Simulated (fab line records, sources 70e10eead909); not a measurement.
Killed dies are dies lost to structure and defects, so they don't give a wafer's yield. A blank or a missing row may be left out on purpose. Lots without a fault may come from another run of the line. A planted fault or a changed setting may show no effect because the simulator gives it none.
Which tool did it? | flow nand_harc | 12 lots, 36 wafers sampled, at 4 steps of a route of 1159

WHAT THE GAUGES READ, wafer by wafer
The record holds no reading of a measuring or inspecting step that can be judged against a usual standard deviation.

WHICH TOOL RAN EACH LOT (tool, then ch and the chambers of the sampled wafers, then the start)
lot  | NHARC_A_STAIRCASE_ETCH_13          | NHARC_A_STAIRCASE_ETCH_15      | NHARC_A_STAIRCASE_ETCH_17      | NHARC_A_STAIRCASE_TRIM_24
L855 | rie_diel-10 ch 1,2,3, day 11 08:41 | rie_diel-10 ch 0,1,3, no start | rie_diel-10 ch 0,2,3, no start | rie_diel-11 ch 0,2,3, no start
L856 | rie_diel-10 ch 2,3, day 11 09:06   | rie_diel-10 ch 0,1,3, no start | rie_diel-10 ch 0,2,3, no start | rie_diel-10 ch 0,1,3, no start
L853 | rie_diel-12 ch 1,2, day 11 09:14   | rie_diel-12 ch 0,3, no start   | rie_diel-12 ch 1,2,3, no start | rie_diel-11 ch 0,1,2, no start
L852 | rie_diel-11 ch 1,2,3, day 11 12:25 | rie_diel-11 ch 0,1, no start   | rie_diel-11 ch 0,2,3, no start | rie_diel-12 ch 0,1,2, no start
L854 | rie_diel-11 ch 0,2,3, day 11 17:43 | rie_diel-11 ch 1,2,3, no start | rie_diel-11 ch 1,3, no start   | rie_diel-12 ch 2,3, no start
L858 | rie_diel-10 ch 0,2, day 12 01:44   | rie_diel-10 ch 0,1,3, no start | rie_diel-10 ch 0,2, no start   | rie_diel-10 ch 2,3, no start
L864 | rie_diel-12 ch 0,2,3, day 14 00:13 | rie_diel-12 ch 1,2,3, no start | rie_diel-12 ch 0,3, no start   | rie_diel-10 ch 2,3, no start
L865 | rie_diel-12 ch 1,2, day 14 00:32   | rie_diel-12 ch 0,2,3, no start | rie_diel-12 ch 0,2,3, no start | rie_diel-12 ch 1,2, no start
L868 | rie_diel-12 ch 1,2,3, day 14 15:17 | rie_diel-12 ch 0,1,2, no start | rie_diel-12 ch 0,1,3, no start | rie_diel-12 ch 0,1,2, no start
L869 | rie_diel-10 ch 0,1,3, day 14 20:37 | rie_diel-10 ch 0,1,3, no start | rie_diel-10 ch 1,2,3, no start | rie_diel-11 ch 0,1,2, no start
L870 | rie_diel-11 ch 0,1, day 15 13:39   | rie_diel-11 ch 0,1, no start   | rie_diel-11 ch 1,3, no start   | rie_diel-11 ch 0,3, no start
L875 | rie_diel-10 ch 0,3, day 16 23:29   | rie_diel-10 ch 1,2, no start   | rie_diel-10 ch 0,1,3, no start | rie_diel-10 ch 0,1,2, no start
- NHARC_A_STAIRCASE_ETCH_13: etches the open film in C4F8/O2, target depth 100 nm, time 40.5 s.
- NHARC_A_STAIRCASE_ETCH_15: etches the open film in C4F8/O2, target depth 100 nm, time 40.5 s.
- NHARC_A_STAIRCASE_ETCH_17: etches the open film in C4F8/O2, target depth 100 nm, time 40.5 s.
- NHARC_A_STAIRCASE_TRIM_24: chemistry O2, time 211.2 s.

WHAT THE TOOLS THEMSELVES READ (means of the sampled wafers that have a number; where no wafer has one, the mark that the record gives instead)
NHARC_A_STAIRCASE_ETCH_13.
lot  | tool        | oes_product_au (a.u.) | rf_vpp_V (V) | run_length_s (s)
L855 | rie_diel-10 | 0.959                 | 896          | 61.8
L856 | rie_diel-10 | 0.932                 | 899          | 61.8
L853 | rie_diel-12 | 0.950                 | 897          | 62.1
L852 | rie_diel-11 | 0.940                 | 896          | 61.7
L854 | rie_diel-11 | 0.935                 | 895          | 61.9
L858 | rie_diel-10 | 0.936                 | 896          | 61.4
L864 | rie_diel-12 | 0.921                 | 900          | 62.2
L865 | rie_diel-12 | 0.927                 | 896          | 39.8
L868 | rie_diel-12 | 0.947                 | 896          | 39.2
L869 | rie_diel-10 | 0.923                 | 894          | 61.9
L870 | rie_diel-11 | 0.942                 | 889          | 62.5
L875 | rie_diel-10 | 0.929                 | 895          | 62.0

NHARC_A_STAIRCASE_ETCH_15.
lot  | tool        | oes_product_au (a.u.) | rf_vpp_V (V) | run_length_s (s)
L855 | rie_diel-10 | 0.932                 | 895          | 62.1
L856 | rie_diel-10 | 0.930                 | 895          | 61.9
L853 | rie_diel-12 | 0.936                 | 900          | 61.4
L852 | rie_diel-11 | 0.942                 | 893          | 62.6
L854 | rie_diel-11 | 0.935                 | 897          | 61.8
L858 | rie_diel-10 | 0.939                 | 895          | 61.9
L864 | rie_diel-12 | 0.934                 | 896          | 61.7
L865 | rie_diel-12 | 0.920                 | 901          | 61.8
L868 | rie_diel-12 | 0.942                 | 897          | 61.9
L869 | rie_diel-10 | 0.940                 | 894          | 61.7
L870 | rie_diel-11 | 0.945                 | 889          | 62.4
L875 | rie_diel-10 | 0.934                 | 891          | 61.5

NHARC_A_STAIRCASE_ETCH_17.
lot  | tool        | oes_product_au (a.u.) | rf_vpp_V (V) | run_length_s (s)
L855 | rie_diel-10 | 0.929                 | 899          | 62.1
L856 | rie_diel-10 | 0.945                 | 898          | 61.8
L853 | rie_diel-12 | 0.936                 | 897          | 61.8
L852 | rie_diel-11 | 0.944                 | 895          | 62.2
L854 | rie_diel-11 | 0.942                 | 896          | 62.3
L858 | rie_diel-10 | 0.945                 | 898          | 61.6
L864 | rie_diel-12 | 0.920                 | 901          | 61.8
L865 | rie_diel-12 | 0.924                 | 900          | 62.0
L868 | rie_diel-12 | 0.943                 | 896          | 61.7
L869 | rie_diel-10 | 0.945                 | 894          | 61.8
L870 | rie_diel-11 | 0.939                 | 894          | 62.4
L875 | rie_diel-10 | 0.936                 | 895          | 61.6

NHARC_A_STAIRCASE_TRIM_24.
lot  | tool        | drypump_motor_current_A (A) | oes_product_au (a.u.) | rf_vpp_V (V) | showerhead_plenum_p_Torr (Torr) | throttle_valve_pct (%)
L855 | rie_diel-11 | 6.2                         | 0.998                 | 57.2         | 3.50                            | 17.040
L856 | rie_diel-10 | 5.5                         | 1.000                 | 57.8         | 3.49                            | 17.029
L853 | rie_diel-11 | 6.1                         | 0.989                 | 57.5         | 3.46                            | 17.037
L852 | rie_diel-12 | 6.3                         | 0.995                 | 57.8         | 3.54                            | 17.039
L854 | rie_diel-12 | 6.4                         | 0.999                 | 58.2         | 3.69                            | 17.037
L858 | rie_diel-10 | 5.4                         | 1.012                 | 57.9         | 3.60                            | 17.036
L864 | rie_diel-10 | 5.5                         | 1.009                 | 57.6         | 3.59                            | 17.041
L865 | rie_diel-12 | 6.6                         | 1.007                 | 57.7         | 3.55                            | 17.038
L868 | rie_diel-12 | 6.3                         | 1.004                 | 57.6         | 3.53                            | 17.044
L869 | rie_diel-11 | 6.1                         | 1.008                 | 57.7         | 3.44                            | 17.051
L870 | rie_diel-11 | 6.4                         | 1.001                 | 56.1         | 3.49                            | 17.035
L875 | rie_diel-10 | 5.4                         | 0.993                 | 57.8         | 3.47                            | 17.034

THE ANSWER, worked out from the rows above alone
Rule: what is usual is taken from the lots themselves. Put in order of their means at a reading, lots are off if they are a third of the lots or fewer, leave a main group of 4 or more, and stand apart from it by a gap of 3 or more times the standard deviation of the main group's means; of several such gaps the widest counts. A main group whose means are all the same, to the digits that the tables above print for the reading, isn't used. A lot without any number at a reading at which 4 lots or more have one is off too. The other lots that the step has rows for count as sound. The gauges are gone through in route order, then the tools' own readings, and for those a lot's mean is taken as printed above. The first step at which some lot is off is used, and at that step the reading that is off furthest; a lot without a number counts as furthest.
Off: L865, L868, at NHARC_A_STAIRCASE_ETCH_13 (run_length_s). The main group: mean 61.9 s, standard deviation 0.28.
A tool fits if, at that step or a process step before it, it ran every lot that is off, and no sound lot after the first of them. One fits: rie_diel-12 at NHARC_A_STAIRCASE_ETCH_13. Its last sound lot is L864 (day 14 00:13), its first lot that is off L865 (day 14 00:32): a fault that began between those two fits.
The tool's own readings at NHARC_A_STAIRCASE_ETCH_13 bear it out: on the lots that are off they differ by more than 5 times the standard deviation of the sound lots' means. run_length_s reads 39.5 s there against 61.9 s on the sound lots.

WHAT THE SIMULATOR HAD PUT IN
Process parameter drift: rie_diel-12, from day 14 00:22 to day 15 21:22, at NHARC_A_STAIRCASE_ETCH_13. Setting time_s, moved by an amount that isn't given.
Lots struck among those shown: L865, L868. The rule above found the same.
